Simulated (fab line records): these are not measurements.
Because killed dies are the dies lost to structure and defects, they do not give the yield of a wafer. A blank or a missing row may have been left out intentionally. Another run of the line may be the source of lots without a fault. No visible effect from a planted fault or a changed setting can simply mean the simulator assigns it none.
fab line records    flow n5-finfet
record lots=5  wafers=15  last-day=18
route steps=1938 shown BEOL_M4@1094 BEOL_M5@1112 PASSIVATION@1936
lots that met no fault: taken from a fault-free run of the same line
start-h: hours from the record's opening day to when the first of the lot's shown wafers began    wait-h: hours from the lot's prior step to this one    " the same as in the row above    L1.1+2: a row that stands for several wafers    - no value, or no start was given    * or withheld: withheld    < > ~ a bound
route shown NAME@n: names a module that has steps shown in the file, with the first one's number in the route    usual: mean/standard deviation taken from wafers without a fault    same: alike in all rows    chamber/n: place in a boat    sites: each site's reading    _std_site: the standard deviation of these    _edge_site: outer sites' mean less inner sites'    radius-mm: how far each site lies from the wafer's centre    mask NAME#n: copy n    behind: the most recent tool/chamber to have shaped the wafer    hold: why the lot was held/for how many hours/how that ended    device: which transistor (n, p or np) failed to switch    end of line: at the end of the route, the tests of the same wafers    where a step has no rows: the recipe by itself    killed: dies that structure and defects cost at the first sort, which is not the same as the wafer's yield    map: a wafer's dies, marking killed ones x, the rest . and places with no die _
set.NAME: the setting as run; set.NAME@STEP: as run at that earlier step    model.NAME: the simulator's own value behind a step, which no gauge read
lots at selected steps of the route; one table per step, one row per wafer
services: when a tool's chamber went out of use (start-h, in hours from the record's first day, below 0 if earlier), for how many hours, and the reason
## steps
# step N5_BEOL_M4_SPUTTER_90
# recipe material=Cu  target-thk-a=45  temp-c=-20  chamber-pressure-pa=0.07  power-w=withheld  time-s=8.29
# step N5_BEOL_M4_ANNEAL_91
# recipe temp-c=400  time-s=240  ambient=vacuum
# step N5_BEOL_M4_SPUTTER_92
# recipe material=Cu  target-thk-a=45  temp-c=-20  chamber-pressure-pa=0.07  power-w=withheld  time-s=8.29
# step N5_BEOL_M4_ANNEAL_93
# recipe temp-c=400  time-s=240  ambient=vacuum
# step N5_BEOL_M4_SPUTTER_94
# recipe material=Cu  target-thk-a=45  temp-c=-20  chamber-pressure-pa=0.07  power-w=withheld  time-s=8.29
# step N5_BEOL_M4_ANNEAL_95
# recipe temp-c=400  time-s=240  ambient=vacuum
# step N5_BEOL_M4_SPUTTER_96
# recipe material=Cu  target-thk-a=45  temp-c=-20  chamber-pressure-pa=0.07  power-w=withheld  time-s=8.29
# step N5_BEOL_M4_ECD_50
# recipe material=Cu  target-thk-a=3000
# step N5_BEOL_M4_ANNEAL_51
# recipe temp-c=225  time-s=90  ambient=N2
# step N5_BEOL_M4_CMP_52
# recipe stop-on=SiOC  t-overpolish-s=6.8  down-force-psi=1  platen-rpm=50  clearing-platen-down-force-psi=1.5  clearing-platen-rpm=50  post-cmp-clean=cu-alkaline  target-thk-nm=40  clearing-platen-pad-velocity-m-s=0.99484  pad-velocity-m-s=0.99484
# step N5_BEOL_M4_PRE_CLEAN_60
# recipe gas=NH3/H2  time-s=15  temp-c=*  rf-power-w=300
# step N5_BEOL_M4_CO_CAP_55
# recipe material=Co  target-thk-a=20  temp-c=200  precursor=CCTBA/H2  pressure-torr=30  time-s=102.1
# usual heater-power-w=220/17
lot.wafer  tool       chamber  start-h  wait-h  heater-power-w
L368.2     cvd-co-01  2        247.83   0.0     201
L368.3     "          1        "        "       227
L368.5     "          0        "        "       199
L369.2     cvd-co-01  2        260.19   0.0     201
L369.3     "          0        "        "       207
L369.5     "          2        "        "       203
L370.2     cvd-co-01  1        269.75   0.0     229
L370.5     "          1        "        "       234
L370.6     "          0        "        "       207
L378.1     cvd-co-02  1        313.47   0.0     255
L378.4     "          2        "        "       233
L378.5     "          0        "        "       210
L380.3     cvd-co-01  0        327.50   0.0     208
L380.4     "          0        "        "       203
L380.5     "          2        "        "       205
# step N5_BEOL_M4_PRE_CLEAN_56
# recipe gas=NH3  time-s=15  temp-c=withheld  rf-power-w=300
# step N5_BEOL_M4_DEP_57
# recipe material=SiCN  target-thk-a=80  temp-c=withheld  precursor=3MS/NH3  pressure-torr=3  rf-w=202  time-s=14
# step N5_BEOL_M4_INSPECT_59
# recipe inspect-instrument=darkfield  mode=post-dep
# usual raw-defect-count=73/20
lot.wafer  tool               chamber  start-h  wait-h  raw-defect-count
L368.2     defect-inspect-01  -        248.04   0.0     395
L368.3     "                  -        "        "       429
L368.5     "                  -        "        "       405
L369.2     defect-inspect-01  -        260.40   0.0     454
L369.3     "                  -        "        "       450
L369.5     "                  -        "        "       412
L370.2     defect-inspect-02  -        269.96   0.0     418
L370.5     "                  -        "        "       371
L370.6     "                  -        "        "       387
L378.1     defect-inspect-01  -        313.68   0.0     56
L378.4     "                  -        "        "       74
L378.5     "                  -        "        "       61
L380.3     defect-inspect-01  -        327.71   0.0     88
L380.4     "                  -        "        "       68
L380.5     "                  -        "        "       80
# step N5_BEOL_M4_RC_MEAS_101
# usual DIBL_N=35.8/1.7  DIBL_P=35.3/2  IOFF_N=0.150/0.026  IOFF_P=0.194/0.029  ION_N=667/11  ION_P=456/7.1  SS_N=71.4/0.65  SS_P=73.1/0.64  VT_N=251/3  VT_P=-252/3.2
lot.wafer  tool       chamber  start-h  wait-h  DIBL_N[mV/V]  DIBL_P[mV/V]  IOFF_N[nA/um]  IOFF_P[nA/um]  ION_N[uA/um]  ION_P[uA/um]  SS_N[mV/dec]  SS_P[mV/dec]  VT_N[mV]  VT_P[mV]
L368.2     prober-02  0        248.22   0.2     36.9          37.5          0.171          0.218          673           463           71.9          73.5          247       -251
L368.3     "          0        "        "       34.6          34.5          0.138          0.170          675           460           71.3          73.3          252       -254
L368.5     "          0        "        "       31.0          30.2          0.091          0.125          657           448           70.7          72.0          257       -257
L369.2     prober-02  0        260.58   0.2     37.2          38.2          0.161          0.218          662           455           71.8          73.8          250       -253
L369.3     "          0        "        "       37.9          36.9          0.166          0.202          673           454           72.3          73.5          251       -254
L369.5     "          0        "        "       36.1          36.6          0.150          0.195          670           454           71.4          73.7          251       -254
L370.2     prober-02  0        270.14   0.2     30.0          30.1          0.088          0.135          649           450           70.0          71.1          256       -256
L370.5     "          0        "        "       35.2          37.6          0.169          0.223          689           469           71.3          72.4          245       -250
L370.6     "          0        "        "       35.3          37.3          0.169          0.235          680           470           71.1          73.3          248       -245
L378.1     prober-02  0        313.71   0.0     33.4          34.1          0.117          0.176          664           461           70.9          72.9          255       -251
L378.4     "          0        "        "       35.8          37.1          0.152          0.223          675           469           70.9          73.5          248       -249
L378.5     "          0        "        "       38.3          38.8          0.194          0.245          684           465           71.8          74.2          247       -246
L380.3     prober-01  0        328.23   0.5     39.4          37.0          0.190          0.205          678           460           71.7          73.9          249       -251
L380.4     "          0        "        "       36.6          35.6          0.147          0.191          652           451           70.9          72.9          251       -254
L380.5     "          0        "        "       35.1          33.1          0.126          0.163          663           454           71.0          72.5          253       -252
# step N5_BEOL_M5_ILD_DEP_00
# recipe material=SiCOH_lowk  target-thk-a=1406.4  temp-c=300  precursor=DEMS/porogen  pressure-torr=5  rf-w=500  time-s=25.9
# step N5_BEOL_M5_CURE_79
# recipe temp-c=385  time-s=240  ambient=He/Ar  material=SiCOH_lowk
# step N5_BEOL_M5_PECVD_70
# recipe material=SiO2  target-thk-a=160  temp-c=400  precursor=TEOS/O2  pressure-torr=5.5  rf-w=450  teos-flow-sccm=53.8  gas=O2  flow-sccm=3000  time-s=18
# step N5_BEOL_M5_HM_DEP_02
# recipe material=TiN  target-thk-a=200  temp-c=25  chamber-pressure-pa=0.49996
# step N5_BEOL_M5_COAT_59
# recipe resist=SOC  temp-c=250  time-s=60  spin-rpm=1500  resist-thk-nm=60
# step N5_BEOL_M5_COAT_60
# recipe resist=SiARC  temp-c=220  time-s=60  spin-rpm=1500  resist-thk-nm=12
# step N5_BEOL_M5_COAT_71
# recipe resist=underlayer  temp-c=205  time-s=60  spin-rpm=1500  resist-thk-nm=5
# step N5_BEOL_M5_COAT_05
# recipe resist=CAR-EUV  spin-rpm=1500  resist-thk-nm=30
# step N5_BEOL_M5_EBR_07
# recipe solvent=PGMEA  ebr-width-mm=1.5
# step N5_BEOL_M5_SOFTBAKE_06
# recipe temp-c=110  time-s=60  resist=CAR-EUV
# step N5_BEOL_M5_EXPOSE_08
# recipe mask-id=M5  na=0.33  source-shape=annular  sigma-inner=0.4  sigma-outer=0.8  polarization=unpolarized  target-cd-nm=28  dose-mj=35.75
# step N5_BEOL_M5_PEB_09
# recipe peb-temp-c=100  peb-time-s=60  resist=CAR-EUV
# step N5_BEOL_M5_DEVELOP_10
# recipe develop-time-s=30  developer=TMAH  resist=CAR-EUV  rinse-liquid=surfactant-rinse  dry=air-spin  dev-temp-c=23
# step N5_BEOL_M5_INSPECT_13
# recipe mode=adi  inspect-instrument=brightfield
# usual raw-defect-count=397/89
lot.wafer  tool               chamber  start-h  wait-h  raw-defect-count
L368.2     defect-inspect-01  -        250.68   0.0     627
L368.3     "                  -        "        "       674
L368.5     "                  -        "        "       732
L369.2     defect-inspect-02  -        264.65   0.0     812
L369.3     "                  -        "        "       735
L369.5     "                  -        "        "       687
L370.2     defect-inspect-01  -        272.65   0.0     655
L370.5     "                  -        "        "       707
L370.6     "                  -        "        "       685
L378.1     defect-inspect-01  -        316.63   0.1     215
L378.4     "                  -        "        "       320
L378.5     "                  -        "        "       282
L380.3     defect-inspect-01  -        331.25   0.0     476
L380.4     "                  -        "        "       278
L380.5     "                  -        "        "       336
# step N5_BEOL_M5_DESCUM_16
# recipe chemistry=O2  time-s=7  source-power-w=50  bias-power-w=20  pressure-mtorr=20  rf-frequency-hz=2.712e+07  temp-c=40  resist=CAR-EUV  o2-flow-sccm=225
# step N5_PASSIVATION_PROBE_49
# usual defect-limited-yield=91.5/1.4  killed_at_M0_to_M3=34/11  killed_at_M4_up=15/6  killed-at-contacts=11/5.9  killed-at-front-end=37/11  killed-at-other=3.6/2.9  killed-dies=101/17  killed-on-rim=13/4  killed-open=66/12  killed-short=33/7.8  sort_bin_5_function=5.0/0.97  sort_bin_6_memory=3.2/0.65  sort-n-pass=1079/17  sort-yield-pct=91.4/1.4
# same gross-dies=1180  killed-at-back-side=0  sort_bin_4_leakage[%]=0  sort_bin_8_speed[%]=0
lot.wafer  tool       chamber  start-h  wait-h  defect-limited-yield[%]  killed_at_M0_to_M3  killed_at_M4_up  killed-at-contacts  killed-at-front-end  killed-at-other  killed-dies  killed-on-rim  killed-open  killed-short  sort_bin_5_function[%]  sort_bin_6_memory[%]  sort-n-pass  sort-yield-pct[%]
L368.2     prober-02  -        354.66   0.1     88.0                     25                  53               8                   53                   3                142          25             72           28            7.8                     3.1                   1038         88.0
L368.3     prober-02  -        354.71   0.1     81.7                     32                  119              23                  40                   2                216          15             74           30            10.7                    5.1                   964          81.7
L368.5     prober-02  -        354.81   0.2     84.9                     24                  103              20                  30                   1                178          37             62           38            10.0                    4.2                   1002         84.9
L369.2     prober-01  -        363.71   0.5     88.0                     32                  73               9                   27                   1                142          27             62           30            6.9                     3.6                   1038         88.0
L369.3     prober-01  -        363.76   0.6     85.0                     30                  96               12                  39                   0                177          27             66           33            9.9                     3.6                   1003         85.0
L369.5     prober-01  -        363.86   0.7     87.4                     33                  56               19                  41                   0                149          30             64           36            7.4                     4.1                   1031         87.4
L370.2     prober-02  -        376.14   0.1     81.1                     33                  129              21                  38                   2                223          18             71           37            12.8                    4.1                   957          81.1
L370.5     prober-02  -        376.29   0.2     83.6                     29                  118              24                  21                   1                193          13             61           25            11.0                    4.1                   987          83.6
L370.6     prober-02  -        376.34   0.3     87.5                     18                  81               22                  22                   4                147          29             55           22            7.9                     3.1                   1033         87.5
L378.1     prober-01  -        423.65   0.0     94.7                     15                  6                6                   34                   1                62           9              37           24            3.1                     1.9                   1118         94.7
L378.4     prober-01  -        423.80   0.2     92.5                     18                  13               10                  43                   5                89           15             57           30            5.3                     2.0                   1091         92.5
L380.3     prober-01  -        440.47   0.1     89.0                     47                  25               16                  40                   2                130          19             92           38            7.1                     3.6                   1050         89.0
L380.4     prober-01  -        440.52   0.2     90.6                     40                  24               20                  26                   1                111          17             89           22            5.8                     3.5                   1069         90.6
L380.5     prober-01  -        440.57   0.2     91.3                     34                  13               28                  28                   0                103          19             74           29            4.9                     3.7                   1077         91.3
# killed by level:class
L368.2 BEOL_M4:unspecified=41 FIN_SAQP:geometric-particle:open=11 STI_FIN_REVEAL:geometric-particle:open=10 GATE_CUT:geometric-particle:short=9 GATE_CUT:geometric-particle:open=8 BEOL_M3:geometric-particle:open=8 BEOL_M4:geometric-particle:open=8 BEOL_M2:geometric-particle:open=6
L368.3 BEOL_M4:unspecified=107 MOL_CONTACT_COAG:geometric-particle:open=20 GATE_CUT:geometric-particle:open=9 BEOL_M3:geometric-particle:open=9 FIN_SAQP:geometric-particle:open=7 BEOL_M0_SAQP:geometric-particle:open=6 DUMMY_GATE:geometric-particle:open=5 BEOL_M0_SAQP:geometric-particle:short=5
L368.5 BEOL_M4:unspecified=76 MOL_CONTACT_COAG:geometric-particle:open=17 BEOL_M4:geometric-particle:open=11 BEOL_M2:geometric-particle:open=7 BEOL_M2:geometric-particle:short=7 BEOL_M5:geometric-particle:short=7 DUMMY_GATE:geometric-particle:open=5 STARTING-WAFER:geometric-particle:short=5
L369.2 BEOL_M4:unspecified=50 BEOL_M4:geometric-particle:open=11 BEOL_M0_SAQP:geometric-particle:open=10 BEOL_M0_SAQP:geometric-particle:short=9 MOL_CONTACT_COAG:geometric-particle:open=7 BEOL_M0:geometric-particle:open=6 FIN_SAQP:geometric-particle:open=5 BEOL_M5:geometric-particle:open=5
L369.3 BEOL_M4:unspecified=78 FIN_SAQP:geometric-particle:open=15 BEOL_M0_SAQP:geometric-particle:open=12 MOL_CONTACT_COAG:geometric-particle:open=10 BEOL_M4:geometric-particle:open=9 FIN_SAQP:geometric-particle:short=8 BEOL_M0_SAQP:geometric-particle:short=8 GATE_CUT:geometric-particle:short=5
L369.5 BEOL_M4:unspecified=46 MOL_CONTACT_COAG:geometric-particle:open=13 BEOL_M0_SAQP:geometric-particle:short=10 STI_FIN_REVEAL:geometric-particle:open=9 BEOL_M0_SAQP:geometric-particle:open=8 FIN_SAQP:geometric-particle:open=6 MOL_CONTACT_COAG:geometric-particle:short=5 BEOL_M3:geometric-particle:open=5
L370.2 BEOL_M4:unspecified=114 STI_FIN_REVEAL:geometric-particle:open=13 MOL_CONTACT_COAG:geometric-particle:open=11 BEOL_M2:geometric-particle:open=11 MOL_CONTACT_COAG:geometric-particle:short=9 BEOL_M4:geometric-particle:open=7 GATE_CUT:geometric-particle:short=6 BEOL_M1:geometric-particle:short=6
L370.5 BEOL_M4:unspecified=106 MOL_CONTACT_COAG:geometric-particle:open=23 BEOL_M2:geometric-particle:open=10 BEOL_M1:geometric-particle:short=5 BEOL_M4:geometric-particle:open=5 STARTING-WAFER:geometric-particle:short=4 BEOL_M1:geometric-particle:open=4 STI_FIN_REVEAL:geometric-particle:short=3
L370.6 BEOL_M4:unspecified=70 MOL_CONTACT_COAG:geometric-particle:open=21 GATE_CUT:geometric-particle:short=8 BEOL_M4:geometric-particle:open=6 BEOL_M2:geometric-particle:open=4 BEOL_M3:geometric-particle:open=4 BEOL_M0_SAQP:geometric-particle:short=3 FIN_SAQP:geometric-particle:short=2
L378.1 STI_FIN_REVEAL:geometric-particle:open=8 GATE_CUT:geometric-particle:short=6 MOL_CONTACT_COAG:geometric-particle:open=6 BEOL_M2:geometric-particle:open=5 FIN_SAQP:geometric-particle:short=4 FIN_SAQP:geometric-particle:open=4 BEOL_M0_SAQP:geometric-particle:short=4 ILD0:geometric-particle:short=3
L378.4 STI_FIN_REVEAL:geometric-particle:open=15 BEOL_M4:geometric-particle:open=10 FIN_SAQP:geometric-particle:short=7 MOL_CONTACT_COAG:geometric-particle:open=7 BEOL_M3:geometric-particle:open=6 DUMMY_GATE:geometric-particle:open=4 BEOL_M0_SAQP:geometric-particle:short=4 BEOL_M1:geometric-particle:open=4
L380.3 BEOL_M1:geometric-particle:open=14 STI_FIN_REVEAL:geometric-particle:open=12 MOL_CONTACT_COAG:geometric-particle:open=11 BEOL_M4:geometric-particle:open=8 BEOL_M0_SAQP:geometric-particle:short=7 BEOL_M2:geometric-particle:open=6 BEOL_M3:geometric-particle:open=6 BEOL_M7:geometric-particle:open=6
L380.4 MOL_CONTACT_COAG:geometric-particle:open=17 BEOL_M4:geometric-particle:open=14 BEOL_M2:geometric-particle:open=11 STI_FIN_REVEAL:geometric-particle:open=7 BEOL_M3:geometric-particle:open=7 BEOL_M0_SAQP:geometric-particle:short=5 BEOL_M0_SAQP:geometric-particle:open=5 BEOL_M1:geometric-particle:open=5
L380.5 MOL_CONTACT_COAG:geometric-particle:open=23 STI_FIN_REVEAL:geometric-particle:open=13 BEOL_M0_SAQP:geometric-particle:short=8 BEOL_M0_SAQP:geometric-particle:open=7 BEOL_M1:geometric-particle:open=6 MOL_CONTACT_COAG:geometric-particle:short=5 BEOL_M2:geometric-particle:open=5 BEOL_M4:geometric-particle:open=5
# map L368.3 (x killed, . not)
_________________........x...________________
______________............xx...._____________
___________.......................x__________
__________...............x.........._________
________...........x.....x........xx.._______
_______...............x.....x.....x....______
______.......................x......x..._____
_____......................x......x......____
____..........................x..x.......x___
___..............x........................x__
___.xx.x...x.......x...x.........x.........__
__.....x.x......x..x........................_
__..x........x........x........x......x....._
_..x..................x...........x..........
_..x.....x.......x.....x...................x.
_.x..................x.......................
_.x....x.x......x..........x.........x.......
_..........x...........x......x.....x..x.....
_....x..........x.....x........xx......x..xx.
_.......x...........x........x....x.......x..
_.......................xx.....x.........x...
__.xxx..............x.xxxxxx...x....x......._
__......x..x......xxxxxxxxxxx........x......_
___.........x.....xxxxxxxxxxxx.............__
___.....x......xxx.xxxxxxxxxx.xxxx....x.x.x__
____...xx.......xx.xxxxxxxxxxxx.....x.....___
_____.............xxxxxxxxxxx..x.xx...x..____
______..x....x.x...xxxxxxxxxxxx........._____
_______.............xxxxxxxxx.......x..______
________.xx.........x.xxxx.x.x.x......_______
__________............xx.....x......_________
___________..x.........x.x..x..x...__________
______________x..x.....x.....x.._____________
_________________........x..x________________
# map L369.3 (x killed, . not)
_________________.x..........________________
______________.....x............_____________
___________............xx........x.__________
__________.....x...................._________
________.......................x.x..x._______
_______...x......x..x..............xxx.______
______....x..xx...............x...x.x.xx_____
_____x...................x.....x....xxxxx____
____....................x....x...xxxxxxxxx___
___.......x.......x................xxxxxxxx__
___.x......x......................xxxxxxxxx__
__.............x......x............xxxxxxxxx_
__..x..................x..x........xxxxxxxxx_
_...x.x.x......x..................x.xxxxxxxxx
_....x......................x.x.......xxxxxxx
_x....xx...x.xx.x........................xx.x
_.................x.......x...........x...xx.
_........x.......................x...........
_.................x.............x............
_......x.......x..x..x...............x....x..
_...........x...........x........x...........
__...xx.....................x...........x.x._
__........xx....x...xx.......x............x._
___..........x...x......x..................__
___.......................x..........x....x__
____...........xx..x......x...............___
_____...x................................____
______..x..x............x.....x........._____
_______........x.....x..............x..______
________...............x.........x...._______
__________........xx..............x._________
___________.x..x.........x.........__________
______________.................._____________
_________________.x..........________________
## services
tool       chamber  start-h  hours  kind
cvd-co-02  -        311.30   0.4    repair
## key
first-sign step=N5_BEOL_M4_INSPECT_59  reading=raw-defect-count  direction=up  sigmas=17  usual=73  struck=413
effect step=N5_BEOL_M5_INSPECT_13  reading=raw-defect-count  direction=up  sigmas=3.4  usual=397  struck=702
effect step=N5_PASSIVATION_PROBE_49  reading=killed_at_M4_up  direction=up  sigmas=13  usual=15  struck=92
more-kills-born-at N5_BEOL_M4_CO_CAP_55@cvd-co-01=688
met-at N5_BEOL_M4_CO_CAP_55
struck-wafers L368.2,L368.3,L368.5,L369.2,L369.3,L369.5,L370.2,L370.5,L370.6
fault kind=chamber-particle-source  tool=cvd-co-01  chamber=-  onset-h=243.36  steps=N5_BEOL_M4_CO_CAP_55  rate-per-visit-cm2=0.54881  end-h=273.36
